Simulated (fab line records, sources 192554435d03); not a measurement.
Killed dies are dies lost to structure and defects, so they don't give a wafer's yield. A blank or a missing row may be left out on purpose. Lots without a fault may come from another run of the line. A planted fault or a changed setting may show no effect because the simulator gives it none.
fab line records | flow n5_finfet
record lots=10 wafers=30 last_day=18
route steps=1938 shown BEOL_M13@1669 PASSIVATION@1936
lots that met no fault: from a run of the same line without faults
start_h: hours from the record's first day to the start of the lot's first wafer shown | wait_h: hours since the lot's step before | " the same as in the row above | L1.1+2: a row that stands for several wafers | - no value, or no start given | * or withheld: withheld | < > ~ a bound
route shown NAME@n: a module of which the file shows steps, and the number in the route of the first | usual: mean/standard deviation of fault-free wafers | same: alike in all rows | chamber/n: place in a boat | sites: the reading at each site | _std_site: their standard deviation | _edge_site: outer sites' mean less inner sites' | radius_mm: how far each site lies from the wafer's centre | mask NAME#n: copy n | behind: the tool/chamber that last shaped the wafer | hold: why the lot was held/for how many hours/how that ended | device: the transistor (n, p or np) that didn't switch | end of line: the same wafers' tests at the end of the route | a step without rows: its recipe alone | killed: dies lost to structure and defects at the first sort, not the wafer's yield | map: a wafer's dies, x killed, . not, _ none there
set.NAME: the setting as run; set.NAME@STEP: as run at that earlier step | model.NAME: the simulator's own value behind a step, which no gauge read
steps of the route over a sample of lots; a table a step, a row a wafer
services: from which hour (start_h, from the record's first day; less than 0 if before it) a tool's chamber was out of use, for how many hours, and why
## steps
# step N5_BEOL_M13_CD_MEAS_10
# recipe target_cd_nm=190 landing_energy_ev=500 detector=se_inlens polarity=opening
# usual cd_nm=189.7/1.2
# columns lot.wafer tool chamber start_h wait_h cd_nm
L819.1 cd_sem-01 0 231.20 - 191.3
L819.2 " 0 " " 190.2
L819.6 " 0 " " 190.2
L824.2 cd_sem-01 0 277.49 - 190.8
L824.4 " 0 " " 190.9
L824.5 " 0 " " 190.9
L825.3 cd_sem-01 0 278.28 - 189.3
L825.5 " 0 " " 188.7
L825.6 " 0 " " 190.8
L829.2 cd_sem-02 0 290.68 - 189.5
L829.3 " 0 " " 190.4
L829.6 " 0 " " 188.4
L831.1 cd_sem-03 0 301.44 - 187.8
L831.2 " 0 " " 189.2
L831.3 " 0 " " 189.2
L833.2 cd_sem-01 0 332.63 - 188.2
L833.3 " 0 " " 189.5
L833.5 " 0 " " 188.4
L834.1 cd_sem-01 0 335.91 - 189.5
L834.2 " 0 " " 188.9
L834.5 " 0 " " 190.3
L840.3 cd_sem-01 0 361.06 - 191.2
L840.4 " 0 " " 190.9
L840.5 " 0 " " 192.3
L842.1 cd_sem-02 0 372.36 - 188.0
L842.2 " 0 " " 188.2
L842.3 " 0 " " 189.3
L841.3 cd_sem-01 0 390.02 - 189.4
L841.4 " 0 " " 188.3
L841.5 " 0 " " 188.8
# step N5_BEOL_M13_STRIP_63
# recipe chemistry=N2/H2 power_w=1000 temp_c=250 h2_frac=0.65 overash_fraction=0.3 pressure_mtorr=1000 n2_flow_sccm=1750 h2_flow_sccm=3250
# usual drypump_motor_current_A=5.7/0.4 heater_power_w=324/31 oes_product_au=0.673/0.0053 strip_time_to_endpoint_s=27.4/1
# columns lot.wafer tool chamber start_h wait_h drypump_motor_current_A heater_power_w oes_product_au rf_hours_counter_h strip_time_to_endpoint_s
L819.1 plasma_asher-02 1 231.61 - 6.2 318 0.686 109 28.0
L819.2 " 0 " " 5.7 298 0.673 109 28.1
L819.6 " 0 " " 5.7 290 0.664 - 27.0
L824.2 plasma_asher-02 0 278.03 - 5.7 293 0.677 120 29.2
L824.4 " 0 " " 5.7 295 0.678 - 28.3
L824.5 " 1 " " 6.2 325 0.666 - 27.9
L825.3 plasma_asher-01 0 278.71 - 5.6 315 0.671 - 28.5
L825.5 " 1 " " 5.1 394 0.670 - 26.6
L825.6 " 0 " " 5.6 315 0.677 - 25.2
L829.2 plasma_asher-02 1 291.12 - 6.3 317 0.669 124 27.8
L829.3 " 0 " " 5.7 308 0.676 - 27.3
L829.6 " 0 " " 5.7 305 0.668 - 25.4
L831.1 plasma_asher-02 1 301.85 - 6.3 314 0.675 126 26.8
L831.2 " 0 " " 5.7 292 0.681 126 28.1
L831.3 " 0 " " 5.7 301 0.681 - 27.7
L833.2 plasma_asher-02 1 333.04 - 6.2 319 0.669 131 26.8
L833.3 " 1 " " 6.2 322 0.676 - 27.7
L833.5 " 0 " " 5.7 299 0.668 - 26.4
L834.1 plasma_asher-02 1 336.33 - 6.2 312 0.673 131 27.7
L834.2 " 0 " " 5.7 301 0.679 131 29.6
L834.5 " 0 " " 5.7 297 0.681 - 26.9
L840.3 plasma_asher-01 0 361.75 - 5.6 312 0.674 - 27.1
L840.4 " 1 " " 5.1 399 0.665 - 27.0
L840.5 " 1 " " 5.1 388 0.672 - 25.6
L842.1 plasma_asher-01 1 373.11 - 5.1 393 0.679 104 27.9
L842.2 " 0 " " 5.6 311 0.675 104 27.6
L842.3 " 1 " " 5.1 387 0.670 - 26.3
L841.3 plasma_asher-01 1 390.45 - 5.1 396 0.674 - 28.7
L841.4 " 0 " " 5.6 322 0.661 - 26.5
L841.5 " 0 " " 5.6 330 0.663 - 26.8
# step N5_BEOL_M13_INSPECT_30
# recipe mode=adi inspect_instrument=macro
# usual raw_defect_count=2.2/1.5
# columns lot.wafer tool chamber start_h wait_h raw_defect_count
L819.1 defect_inspect-02 - 232.20 0.0 2
L819.2 " - " " 3
L819.6 " - " " 0
L824.2 defect_inspect-02 - 278.74 0.0 0
L824.4 " - " " 1
L824.5 " - " " 4
L825.3 defect_inspect-02 - 279.27 0.0 3
L825.5 " - " " 2
L825.6 " - " " 1
L829.2 defect_inspect-01 - 291.74 0.0 5
L829.3 " - " " 0
L829.6 " - " " 2
L831.1 defect_inspect-02 - 302.44 0.0 >300
L831.2 " - " " 4
L831.3 " - " " 2
L833.2 defect_inspect-02 - 333.75 0.0 >300
L833.3 " - " " >300
L833.5 " - " " 5
L834.1 defect_inspect-01 - 337.04 0.0 >300
L834.2 " - " " 3
L834.5 " - " " 4
L840.3 defect_inspect-01 - 362.45 0.0 3
L840.4 " - " " 2
L840.5 " - " " 1
L842.1 defect_inspect-01 - 373.82 0.0 3
L842.2 " - " " 2
L842.3 " - " " 1
L841.3 defect_inspect-02 - 391.14 0.0 2
L841.4 " - " " 3
L841.5 " - " " 1
# step N5_BEOL_M13_TRENCH_ETCH_34
# recipe chemistry=C4F8/O2/Ar target=SiOC target_depth_a=4134.7 mask_material=SOC pressure_mtorr=30 source_w=3000 bias_w=700 Ar_flow_sccm=400 C4F8_flow_sccm=15 O2_flow_sccm=8 he_inner_torr=15 he_outer_torr=30 time_s=162.6 ion_energy_ev=250
# usual drypump_motor_current_A=5.5/0.42 oes_product_au=0.84/0.059 rf_vpp_V=667/3.4 showerhead_plenum_p_Torr=3.47/0.12 throttle_valve_pct=24.20/0.21
# columns lot.wafer tool chamber start_h wait_h drypump_motor_current_A oes_product_au rf_hours_counter_h rf_vpp_V showerhead_plenum_p_Torr throttle_valve_pct
L819.1 rie_diel-03 3 232.63 0.0 4.8 0.83 71 663 3.32 24.40
L819.2 " 2 " " 5.4 0.81 100 670 3.57 24.48
L819.6 " 1 " " 5.9 0.85 - 667 3.46 24.16
L824.2 rie_diel-01 1 279.18 0.0 5.9 0.83 67 670 3.59 23.73
L824.4 " 1 " " 6.0 0.82 - 669 3.59 23.72
L824.5 " 3 " " 5.4 0.84 - 667 3.45 24.20
L825.3 rie_diel-04 0 279.71 0.0 5.8 0.93 8 668 3.50 24.10
L825.5 " 0 " " 5.8 0.93 - 666 3.50 24.11
L825.6 " 1 " " 5.7 0.80 - 663 3.31 23.86
L829.2 rie_diel-01 0 292.41 0.0 5.1 0.83 82 671 3.59 24.25
L829.3 " 2 " " 5.6 0.91 24 664 3.37 24.09
L829.6 " 1 " " 6.0 0.81 - 672 3.58 23.75
L831.1 rie_diel-04 0 302.97 0.0 5.8 0.91 16 667 3.49 24.11
L831.2 " 1 " " 5.7 0.80 108 662 3.30 23.90
L831.3 " 2 " " 5.8 0.95 7 667 3.49 24.10
L833.2 rie_diel-03 1 334.48 0.0 5.9 0.81 90 666 3.45 24.21
L833.3 " 3 " " 4.8 0.81 97 663 3.31 24.43
L833.5 " 0 " " 5.2 0.88 - 672 3.63 24.18
L834.1 rie_diel-03 1 337.66 0.0 5.9 0.82 90 667 3.45 24.19
L834.2 " 0 " " 5.3 0.89 27 671 3.63 24.21
L834.5 " 1 " " 5.9 0.81 - 666 3.45 24.19
L840.3 rie_diel-04 3 362.88 0.0 6.5 0.97 3 672 3.64 24.01
L840.4 " 1 " " 5.7 0.77 128 660 3.29 23.90
L840.5 " 2 " " 5.8 0.90 - 668 3.48 24.12
L842.1 rie_diel-04 0 374.26 0.0 5.8 0.86 43 666 3.48 24.16
L842.2 " 3 " " 6.4 0.95 6 673 3.64 24.00
L842.3 " 1 " " 5.7 0.77 133 660 3.29 23.91
L841.3 rie_diel-03 0 391.58 0.0 5.2 0.85 44 671 3.62 24.22
L841.4 " 1 " " 5.9 0.79 108 667 3.44 24.24
L841.5 " 1 " " 6.0 0.79 - 666 3.44 24.23
# step N5_BEOL_M13_ETCH_38
# recipe chemistry=CF4/N2 target=SiCN target_depth_a=675 taper_deg=2 time_s=71.9 ion_energy_ev=150 mask_material=SiO2 pressure_mtorr=40 source_w=430 bias_w=70 Ar_flow_sccm=100 cf4_flow_sccm=60 n2_flow_sccm=60
# usual drypump_motor_current_A=5.6/0.43 oes_product_au=0.84/0.066 rf_vpp_V=382.9/2 showerhead_plenum_p_Torr=2.24/0.078 throttle_valve_pct=15.36/0.19
# columns lot.wafer tool chamber start_h wait_h drypump_motor_current_A oes_product_au rf_hours_counter_h rf_vpp_V showerhead_plenum_p_Torr throttle_valve_pct
L819.1 rie_diel-01 2 236.37 - 5.6 0.95 6 381.9 2.18 15.20
L819.2 " 1 " " 5.9 0.84 52 385.8 2.33 15.00
L819.6 " 3 " " 5.4 0.87 - 382.3 2.24 15.38
L824.2 rie_diel-03 1 281.32 - 5.9 0.83 76 384.3 2.23 15.37
L824.4 " 3 " " 4.8 0.80 88 379.7 2.14 15.62
L824.5 " 0 " " 5.2 0.93 - 386.1 2.35 15.35
L825.3 rie_diel-03 1 281.43 - 5.9 0.83 76 382.0 2.23 15.38
L825.5 " 1 " " 5.9 0.83 - 382.6 2.23 15.35
L825.6 " 0 " " 5.3 0.92 - 384.0 2.35 15.34
L829.2 rie_diel-03 1 298.87 - 5.9 0.82 84 380.8 2.23 15.36
L829.3 " 0 " " 5.2 0.91 20 385.5 2.35 15.34
L829.6 " 2 " " 5.4 0.80 - 384.0 2.30 15.72
L831.1 rie_diel-04 2 307.13 - 5.7 0.95 9 382.9 2.25 15.25
L831.2 " 3 " " 6.5 0.70 243 379.7 2.09 15.63
L831.3 " 1 " " 5.7 0.78 110 381.2 2.13 15.20
L833.2 rie_diel-04 3 334.77 - 6.5 0.69 251 378.4 2.09 15.63
L833.3 " 0 " " 5.8 0.89 29 382.6 2.25 15.30
L833.5 " 3 " " 6.5 0.69 - 380.6 2.09 15.65
L834.1 rie_diel-01 2 340.16 - 5.6 0.88 39 380.9 2.16 15.24
L834.2 " 3 " " 5.4 0.81 102 382.6 2.22 15.44
L834.5 " 1 " " 6.0 0.81 - 385.4 2.32 15.05
L840.3 rie_diel-04 0 363.66 - 5.8 0.86 39 383.8 2.25 15.33
L840.4 " 2 " " 5.8 0.91 28 382.7 2.25 15.28
L840.5 " 1 " " 5.7 0.76 - 380.5 2.13 15.20
L842.1 rie_diel-04 3 375.68 - 6.5 0.96 7 385.4 2.35 15.15
L842.2 " 0 " " 5.8 0.86 44 382.1 2.25 15.34
L842.3 " 2 " " 5.7 0.89 32 383.6 2.25 15.29
L841.3 rie_diel-04 3 392.82 - 6.4 0.94 12 384.4 2.35 15.15
L841.4 " 0 " " 5.8 0.85 49 382.7 2.25 15.33
L841.5 " 0 " " 5.8 0.84 - 382.9 2.25 15.36
# step N5_PASSIVATION_PROBE_49
# usual defect_limited_yield=91.1/1.3 killed_at_M0_to_M3=34/10 killed_at_M4_up=14/5.7 killed_at_contacts=12/5.9 killed_at_front_end=41/12 killed_at_other=4/3.1 killed_dies=105/15 killed_open=69/11 killed_short=35/7.8 sort_bin_5_function=5.3/0.81 sort_bin_6_memory=3.3/0.75 sort_n_pass=1075/15 sort_yield_pct=91.1/1.3
# same gross_dies=1180 killed_at_back_side=0 sort_bin_4_leakage[%]=0 sort_bin_8_speed[%]=0
# columns lot.wafer tool chamber start_h wait_h defect_limited_yield[%] killed_at_M0_to_M3 killed_at_M4_up killed_at_contacts killed_at_front_end killed_at_other killed_dies killed_open killed_short sort_bin_5_function[%] sort_bin_6_memory[%] sort_n_pass sort_yield_pct[%]
L831.1 prober-02 - 343.66 0.0 81.3 22 145 10 38 6 221 59 34 11.7 4.7 959 81.3
L831.2 prober-02 - 343.71 0.1 89.7 37 19 9 52 4 121 81 40 6.3 3.7 1059 89.7
L831.3 prober-02 - 343.76 0.1 89.4 27 10 15 63 10 125 82 41 5.7 4.5 1055 89.4
L833.2 prober-01 - 364.22 0.1 81.4 24 133 13 42 8 220 87 21 11.7 4.9 960 81.4
L833.3 prober-01 - 364.27 0.1 82.8 15 126 15 45 2 203 58 37 11.5 3.6 977 82.8
L833.5 prober-01 - 364.37 0.2 91.8 19 14 11 39 14 97 53 38 4.6 3.1 1083 91.8
L834.1 prober-02 - 368.49 0.4 81.9 36 135 9 34 0 214 61 34 12.3 3.9 966 81.9
L834.2 prober-02 - 368.54 0.4 92.1 26 20 17 30 0 93 62 29 4.8 2.7 1087 92.1
L834.5 prober-02 - 368.69 0.6 91.3 15 12 12 61 3 103 66 34 5.0 3.3 1077 91.3
# killed by level:class
L831.1 BEOL_M13:unspecified=127 BEOL_M4:geometric_particle:open=11 MOL_CONTACT_COAG:geometric_particle:open=8 FIN_SAQP:geometric_particle:short=7 FIN_SAQP:geometric_particle:open=7 BEOL_M0_SAQP:geometric_particle:open=6 ILD0:geometric_particle:short=5 STARTING-WAFER:geometric_particle:short=5
L831.2 FIN_SAQP:geometric_particle:short=12 STI_FIN_REVEAL:geometric_particle:open=12 FIN_SAQP:geometric_particle:open=11 BEOL_M4:geometric_particle:open=11 BEOL_M0_SAQP:geometric_particle:open=10 BEOL_M2:geometric_particle:open=8 BEOL_M0_SAQP:geometric_particle:short=8 MOL_CONTACT_COAG:geometric_particle:open=7
L831.3 STI_FIN_REVEAL:geometric_particle:open=16 MOL_CONTACT_COAG:geometric_particle:open=12 FIN_SAQP:geometric_particle:open=10 GATE_CUT:geometric_particle:short=8 BEOL_M4:geometric_particle:open=8 BEOL_M0_SAQP:geometric_particle:short=7 STARTING-WAFER:geometric_particle:open=7 BEOL_M2:geometric_particle:open=6
L833.2 BEOL_M13:unspecified=111 FIN_SAQP:geometric_particle:open=14 BEOL_M4:geometric_particle:open=12 MOL_CONTACT_COAG:geometric_particle:open=11 BEOL_M1:geometric_particle:open=11 STI_FIN_REVEAL:geometric_particle:open=6 BEOL_M3:geometric_particle:open=6 PAD_METAL:geometric_particle:open=5
L833.3 BEOL_M13:unspecified=106 STI_FIN_REVEAL:geometric_particle:open=12 MOL_CONTACT_COAG:geometric_particle:open=12 BEOL_M4:geometric_particle:open=9 GATE_CUT:geometric_particle:short=7 ILD0:geometric_particle:short=6 ILD0:geometric_particle:open=4 BEOL_M3:geometric_particle:short=4
L833.5 STI_FIN_REVEAL:geometric_particle:open=8 BEOL_M4:geometric_particle:open=8 FIN_SAQP:geometric_particle:open=7 MOL_CONTACT_COAG:geometric_particle:open=6 BEOL_M3:geometric_particle:open=6 MOL_CONTACT_COAG:geometric_particle:short=5 PAD_METAL:geometric_particle:short=5 PAD_METAL:geometric_particle:open=4
L834.1 BEOL_M13:unspecified=119 BEOL_M2:geometric_particle:open=10 BEOL_M4:geometric_particle:open=8 BEOL_M1:geometric_particle:open=8 BEOL_M0_SAQP:geometric_particle:open=7 MOL_CONTACT_COAG:geometric_particle:open=6 BEOL_M0_SAQP:geometric_particle:short=6 FIN_SAQP:geometric_particle:short=5
L834.2 MOL_CONTACT_COAG:geometric_particle:open=15 STI_FIN_REVEAL:geometric_particle:open=10 BEOL_M4:geometric_particle:open=8 ILD0:geometric_particle:short=7 BEOL_M1:geometric_particle:open=7 BEOL_M0_SAQP:geometric_particle:short=7 BEOL_M2:geometric_particle:open=5 BEOL_M0_SAQP:geometric_particle:open=4
L834.5 FIN_SAQP:geometric_particle:open=10 STI_FIN_REVEAL:geometric_particle:open=9 BEOL_M4:geometric_particle:open=9 MOL_CONTACT_COAG:geometric_particle:open=9 FIN_SAQP:geometric_particle:short=7 GATE_CUT:geometric_particle:open=7 STARTING-WAFER:geometric_particle:short=7 DUMMY_GATE:geometric_particle:open=6
## services
# columns tool chamber start_h hours kind
plasma_asher-01 - 208.67 0.9 repair
rie_diel-04 0 242.16 - clean
rie_diel-04 0 242.16 - consumable_replace:focus_ring
rie_diel-04 0 242.16 16.1 scheduled_down
rie_diel-04 0 242.16 16.1 vent_cycle
rie_diel-04 1 246.44 6.6 repair
plasma_asher-01 - 246.73 1.9 repair
rie_diel-04 2 248.61 3.7 repair
rie_diel-04 2 258.24 - clean
rie_diel-04 2 258.24 - consumable_replace:focus_ring
rie_diel-04 2 258.24 21.9 scheduled_down
plasma_asher-01 - 262.42 4.5 repair
rie_diel-01 0 269.66 2.1 repair
rie_diel-01 0 275.75 4.7 repair
rie_diel-03 3 282.13 10.9 repair
rie_diel-03 - 298.97 15.6 pm
rie_diel-01 2 321.53 13.2 repair
rie_diel-04 1 326.25 8.7 repair
plasma_asher-02 - 327.58 1.1 repair
rie_diel-04 3 329.91 4.1 repair
rie_diel-04 2 347.19 1.6 repair
rie_diel-03 - 367.22 0.3 repair
plasma_asher-01 - 380.52 2.7 repair
rie_diel-04 2 381.90 8.8 repair
## key
first_sign step=N5_BEOL_M13_INSPECT_30 reading=raw_defect_count direction=up sigmas=99+ usual=2.2 struck=>300
effect step=N5_PASSIVATION_PROBE_49 reading=killed_at_M4_up direction=up sigmas=21 usual=14 struck=135
more_kills_born_at N5_BEOL_M13_STRIP_63@plasma_asher-02=463
met_at N5_BEOL_M13_STRIP_63
struck_lots L831,L833,L834
struck_wafers L831.1,L833.2,L833.3,L834.1
not_acting_at N5_BEOL_M13_CD_MEAS_10,N5_BEOL_M13_TRENCH_ETCH_34,N5_BEOL_M13_ETCH_38
onset_between 291.12 301.85
fault kind=chamber_particle_source tool=plasma_asher-02 chamber=1 onset_h=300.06 steps=N5_BEOL_M13_STRIP_63 rate_per_visit_cm2=0.67771 end_h=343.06
